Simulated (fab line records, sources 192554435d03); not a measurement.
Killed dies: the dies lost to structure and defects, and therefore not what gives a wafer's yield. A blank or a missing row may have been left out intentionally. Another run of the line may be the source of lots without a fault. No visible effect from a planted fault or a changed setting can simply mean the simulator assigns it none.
8D (eight disciplines) problem report, filled in by code | flow n5_finfet | the parts of the form that need people (team, actions taken, sign-off) are left out

1. THE ISSUE
At N5_MOL_CONTACT_COAG_ALD_27, run_length_s averages 2089.1 s over 3 wafers from 2 lots, while fault-free wafers read 2770.0 s, standard deviation 0.58. That is -99 or more standard deviations from the usual mean.
The step: deposits SiOC, target thk 17 nm, pulse time 1.5 s, time 2720 s.
The first sign was on wafer L409.3 at day 9 04:17, on ald_sin-01. At this step, 10 wafers from 4 lots have a number in the record. Rule for "out" (also "out of limits"): further than 4 standard deviations from the usual mean. All remaining wafers that have a number are taken as sound.

2. WHAT IT IS; WHAT IT IS NOT
question                    | is                     | is not
which readings at this step | run_length_s           | chamber_pressure_Torr, heater_power_w, precursor_pulse_height_rel
which lots                  | L409, L412             | L394, L415
which wafers of those lots  | L409.3, L409.5, L412.5 | L412.2
read on which tools         | ald_sin-01             | ald_sin-04
when                        | from day 9 04:17       | up to then (3 sound wafers); but 4 sound wafers of L412, L415 came after

3. SUSPECTS, AND WHAT RULES EACH OUT
Counting: if a tool at a process step up to the reading ran every lot that is out, it stays a suspect. Sound lots after the first of them don't rule it out here, since some wafers of a struck lot are sound.
- ald_sin-01 at N5_MOL_CONTACT_COAG_ALD_27 (deposits SiOC, target thk 17 nm, pulse time 1.5 s, time 2720 s): kept. Ran every lot that is out, first one L409 (day 9 04:17); last sound lot up to then L394 (day 5 14:43). Out on those wafers are its own readings of run_length_s.
The count leaves ald_sin-01 at N5_MOL_CONTACT_COAG_ALD_27.

4. THE CAUSE (what the simulator had put in)
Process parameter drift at N5_MOL_CONTACT_COAG_ALD_27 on ald_sin-01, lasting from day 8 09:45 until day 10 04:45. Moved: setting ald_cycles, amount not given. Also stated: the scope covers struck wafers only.
Only this tool survived the counting.

5. THE EFFECT CHAIN, in route order
Each row: a reading where the mean over the struck wafers with a number is more than 3 standard deviations away from the usual. Only readings for which the record gives a usual standard deviation are gone through. hours: the time from each lot's start at the first step in this table that gives one to its start at this step, as a median over the lots. sigmas: the change in usual standard deviations.
hours | step                       | reading      | usual    | on struck wafers | change | sigmas
0     | N5_MOL_CONTACT_COAG_ALD_27 | run_length_s | 2770.0 s | 2089.1           | -680.9 | -99 or more
Here are the process steps it includes:
- N5_MOL_CONTACT_COAG_ALD_27: deposits SiOC, target thk 17 nm, pulse time 1.5 s, time 2720 s.
Later measuring or inspecting steps at which every struck wafer that the step has a row for has a number for every such reading, and none has moved that far: N5_BEOL_M4_RC_MEAS_101.

6. WHAT WOULD HAVE CAUGHT IT SOONER
In this record the first reading out of limits was taken at day 9 04:17, 19 hours after the fault began at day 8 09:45.
